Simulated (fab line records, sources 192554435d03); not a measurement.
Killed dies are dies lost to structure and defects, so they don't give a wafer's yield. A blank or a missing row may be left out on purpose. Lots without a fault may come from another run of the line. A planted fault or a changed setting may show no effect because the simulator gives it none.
Chamber matching | flow n5_finfet | N5_BEOL_M7_DEP_56 on pecvd-01: 3 sister chambers
The step deposits SiCN from 3MS/NH3, target thk 10 nm, time 17.5 s. 14 wafers are shown with their chamber, then 7 later ones without.

WAFERS WITH THEIR CHAMBER
wafer  | chamber | throttle_valve_pct (%) | rf_fwd_power_W (W) | showerhead_plenum_p_Torr (Torr)
L074.1 | 2       | 7.9                    | 199.9              | 3.680
L074.3 | 1       | 8.5                    | 198.4              | 3.661
L074.5 | 1       | 8.4                    | 198.3              | 3.663
L081.2 | 0       | 9.1                    | 198.8              | 3.682
L081.4 | 2       | 8.2                    | 199.8              | 3.676
L081.6 | 1       | 8.6                    | 197.9              | 3.652
L080.1 | 2       | 7.9                    | 200.6              | 3.666
L080.3 | 0       | 9.0                    | 198.8              | 3.669
L080.4 | 0       | 8.7                    | 197.9              | 3.683
L085.2 | 0       | 9.1                    | 198.5              | 3.684
L085.4 | 1       | 8.6                    | 199.1              | 3.665
L085.6 | 0       | 9.1                    | 199.5              | 3.674
L091.1 | 0       | 8.8                    | 198.5              | 3.674
L091.2 | 1       | 8.4                    | 199.0              | 3.659

SIGNATURES (means of the wafers above)
reading                  | chamber 0 | chamber 1 | chamber 2 | scatter within a chamber
throttle_valve_pct       | 8.967     | 8.500     | 8.000     | 0.152
rf_fwd_power_W           | 198.667   | 198.540   | 200.100   | 0.501
showerhead_plenum_p_Torr | 3.67767   | 3.66000   | 3.67400   | 0.00598
Rule: a wafer's distance from a chamber is the root of the sum, over the readings, of the square of ((its reading less the chamber's mean) divided by the reading's scatter). The wafer belongs to the nearest chamber; if the next one is less than 2 further off, it can't be placed. The scatter: the root of (the sum of the squares of (reading less its chamber's mean) over the shown wafers, divided by (wafers less chambers)).

WAFERS WITHOUT THEIR CHAMBER
wafer  | throttle_valve_pct (%) | rf_fwd_power_W (W) | showerhead_plenum_p_Torr (Torr)
L091.4 | 8.9                    | 198.3              | 3.676
L093.2 | 8.7                    | 198.1              | 3.667
L093.4 | 8.3                    | 200.1              | 3.673
L093.6 | 8.7                    | 197.4              | 3.675
L097.1 | 8.1                    | 199.4              | 3.667
L097.3 | 8.3                    | 198.3              | 3.653
L097.6 | 8.6                    | 197.9              | 3.663

WHICH CHAMBER EACH WENT THROUGH
wafer  | from the rows above     | in truth
L091.4 | 0                       | 0
L093.2 | can't be placed: 1 or 0 | 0
L093.4 | 2                       | 2
L093.6 | can't be placed: 0 or 1 | 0
L097.1 | can't be placed: 2 or 1 | 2
L097.3 | 1                       | 1
L097.6 | 1                       | 1
Placed correctly: 4 of 7. Can't be placed from these rows: 3 (the true chamber is among the candidates in 3). Placed wrongly: 0.
